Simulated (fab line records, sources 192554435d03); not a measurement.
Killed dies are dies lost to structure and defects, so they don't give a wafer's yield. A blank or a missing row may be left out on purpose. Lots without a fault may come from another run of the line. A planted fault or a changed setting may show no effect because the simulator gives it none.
Chamber matching | flow n5_finfet | N5_BEOL_M6_ETCH_61 on rie_diel-05: 4 sister chambers
The step etches SiARC in CF4, target depth 45.5 nm, time 75.8 s. 14 wafers are shown with their chamber, then 7 later ones without.

WAFERS WITH THEIR CHAMBER
wafer  | chamber | throttle_valve_pct (%) | drypump_motor_current_A (A) | oes_product_au (a.u.)
L082.1 | 1       | 15.48                  | 6.2                         | 0.74
L082.3 | 2       | 15.86                  | 5.6                         | 0.63
L082.4 | 0       | 15.60                  | 5.3                         | 0.68
L083.2 | 0       | 15.59                  | 5.4                         | 0.69
L083.3 | 3       | 15.29                  | 5.5                         | 0.75
L083.6 | 2       | 15.88                  | 5.6                         | 0.63
L086.2 | 1       | 15.48                  | 6.2                         | 0.73
L086.4 | 2       | 15.86                  | 5.6                         | 0.63
L086.5 | 2       | 15.87                  | 5.6                         | 0.63
L076.3 | 0       | 15.62                  | 5.3                         | 0.69
L076.4 | 3       | 15.29                  | 5.6                         | 0.74
L076.6 | 3       | 15.30                  | 5.6                         | 0.74
L089.2 | 2       | 15.88                  | 5.6                         | 0.63
L089.3 | 1       | 15.49                  | 6.2                         | 0.74

SIGNATURES (means of the wafers above)
reading                 | chamber 0 | chamber 1 | chamber 2 | chamber 3 | scatter within a chamber
throttle_valve_pct      | 15.6033   | 15.4833   | 15.8700   | 15.2933   | 0.01
drypump_motor_current_A | 5.333     | 6.200     | 5.600     | 5.567     | 0.0365
oes_product_au          | 0.6867    | 0.7367    | 0.6300    | 0.7433    | 0.00447
Rule: a wafer's distance from a chamber is the root of the sum, over the readings, of the square of ((its reading less the chamber's mean) divided by the reading's scatter). The wafer belongs to the nearest chamber; if the next one is less than 2 further off, it can't be placed. The scatter: the root of (the sum of the squares of (reading less its chamber's mean) over the shown wafers, divided by (wafers less chambers)).

WAFERS WITHOUT THEIR CHAMBER
wafer  | throttle_valve_pct (%) | drypump_motor_current_A (A) | oes_product_au (a.u.)
L089.5 | 15.50                  | 6.2                         | 0.73
L090.2 | 15.88                  | 5.6                         | 0.63
L090.4 | 15.62                  | 5.3                         | 0.68
L090.6 | 15.62                  | 5.4                         | 0.68
L088.2 | 15.52                  | 6.2                         | 0.72
L088.3 | 15.33                  | 5.5                         | 0.73
L088.6 | 15.91                  | 5.6                         | 0.62

WHICH CHAMBER EACH WENT THROUGH
wafer  | from the rows above | in truth
L089.5 | 1                   | 1
L090.2 | 2                   | 2
L090.4 | 0                   | 0
L090.6 | 0                   | 0
L088.2 | 1                   | 1
L088.3 | 3                   | 3
L088.6 | 2                   | 2
Placed correctly: 7 of 7. Can't be placed from these rows: 0. Placed wrongly: 0.
